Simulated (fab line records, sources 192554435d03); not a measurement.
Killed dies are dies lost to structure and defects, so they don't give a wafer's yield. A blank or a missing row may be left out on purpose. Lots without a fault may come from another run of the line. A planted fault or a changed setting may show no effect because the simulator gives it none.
Chamber matching | flow n5_finfet | N5_BEOL_M1_ETCH_74 on rie_diel-02: 4 sister chambers
The step etches underlayer in N2/H2, target depth 6.5 nm, time 5.2 s. 24 wafers are shown with their chamber, then 12 later ones without.

WAFERS WITH THEIR CHAMBER
wafer  | chamber | showerhead_plenum_p_Torr (Torr) | drypump_motor_current_A (A) | oes_product_au (a.u.)
L074.4 | 3       | 2.64                            | 5.6                         | 0.60
L074.5 | 0       | 2.52                            | 6.0                         | 0.63
L074.6 | 1       | 2.49                            | 6.0                         | 0.58
L076.1 | 0       | 2.52                            | 5.9                         | 0.61
L076.3 | 3       | 2.64                            | 5.6                         | 0.59
L076.5 | 0       | 2.52                            | 6.0                         | 0.61
L077.1 | 2       | 2.49                            | 6.0                         | 0.85
L077.2 | 3       | 2.64                            | 5.6                         | 0.60
L077.5 | 2       | 2.49                            | 6.0                         | 0.85
L078.1 | 0       | 2.52                            | 6.0                         | 0.61
L078.3 | 3       | 2.64                            | 5.6                         | 0.59
L078.5 | 0       | 2.52                            | 6.0                         | 0.61
L079.2 | 2       | 2.49                            | 6.0                         | 0.83
L079.4 | 0       | 2.52                            | 5.9                         | 0.61
L079.5 | 2       | 2.49                            | 6.0                         | 0.83
L084.4 | 1       | 2.49                            | 6.1                         | 0.82
L084.5 | 2       | 2.49                            | 6.0                         | 0.80
L084.6 | 3       | 2.63                            | 5.6                         | 0.59
L085.1 | 1       | 2.49                            | 6.0                         | 0.83
L085.2 | 0       | 2.51                            | 6.0                         | 0.60
L085.3 | 3       | 2.63                            | 5.6                         | 0.59
L085.4 | 2       | 2.49                            | 6.0                         | 0.79
L085.5 | 0       | 2.51                            | 5.9                         | 0.61
L085.6 | 3       | 2.63                            | 5.5                         | 0.58

SIGNATURES (means of the wafers above)
reading                  | chamber 0 | chamber 1 | chamber 2 | chamber 3 | scatter within a chamber
showerhead_plenum_p_Torr | 2.5175    | 2.4900    | 2.4900    | 2.6357    | 0.00401
drypump_motor_current_A  | 5.963     | 6.033     | 6.000     | 5.586     | 0.0412
oes_product_au           | 0.6112    | 0.7433    | 0.8250    | 0.5914    | 0.0469
Rule: a wafer's distance from a chamber is the root of the sum, over the readings, of the square of ((its reading less the chamber's mean) divided by the reading's scatter). The wafer belongs to the nearest chamber; if the next one is less than 2 further off, it can't be placed. The scatter: the root of (the sum of the squares of (reading less its chamber's mean) over the shown wafers, divided by (wafers less chambers)).

WAFERS WITHOUT THEIR CHAMBER
wafer  | showerhead_plenum_p_Torr (Torr) | drypump_motor_current_A (A) | oes_product_au (a.u.)
L089.1 | 2.63                            | 5.5                         | 0.58
L089.2 | 2.48                            | 6.0                         | 0.80
L089.3 | 2.51                            | 6.0                         | 0.59
L089.4 | 2.49                            | 6.0                         | 0.81
L089.5 | 2.63                            | 5.5                         | 0.58
L089.6 | 2.51                            | 6.0                         | 0.60
L095.1 | 2.48                            | 6.0                         | 0.77
L095.4 | 2.48                            | 6.1                         | 0.78
L095.5 | 2.50                            | 5.9                         | 0.59
L096.3 | 2.50                            | 5.9                         | 0.61
L096.4 | 2.48                            | 6.0                         | 0.78
L096.6 | 2.48                            | 6.1                         | 0.78

WHICH CHAMBER EACH WENT THROUGH
wafer  | from the rows above          | in truth
L089.1 | 3                            | 3
L089.2 | can't be placed: 2 or 1      | 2
L089.3 | 0                            | 0
L089.4 | can't be placed: 2 or 1      | 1
L089.5 | 3                            | 3
L089.6 | 0                            | 0
L095.1 | can't be placed: 1 or 2      | 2
L095.4 | can't be placed: 1 or 2      | 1
L095.5 | can't be placed: 0 or 1 or 2 | 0
L096.3 | can't be placed: 0 or 1 or 2 | 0
L096.4 | can't be placed: 2 or 1      | 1
L096.6 | can't be placed: 1 or 2      | 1
Placed correctly: 4 of 12. Can't be placed from these rows: 8 (the true chamber is among the candidates in 8). Placed wrongly: 0.
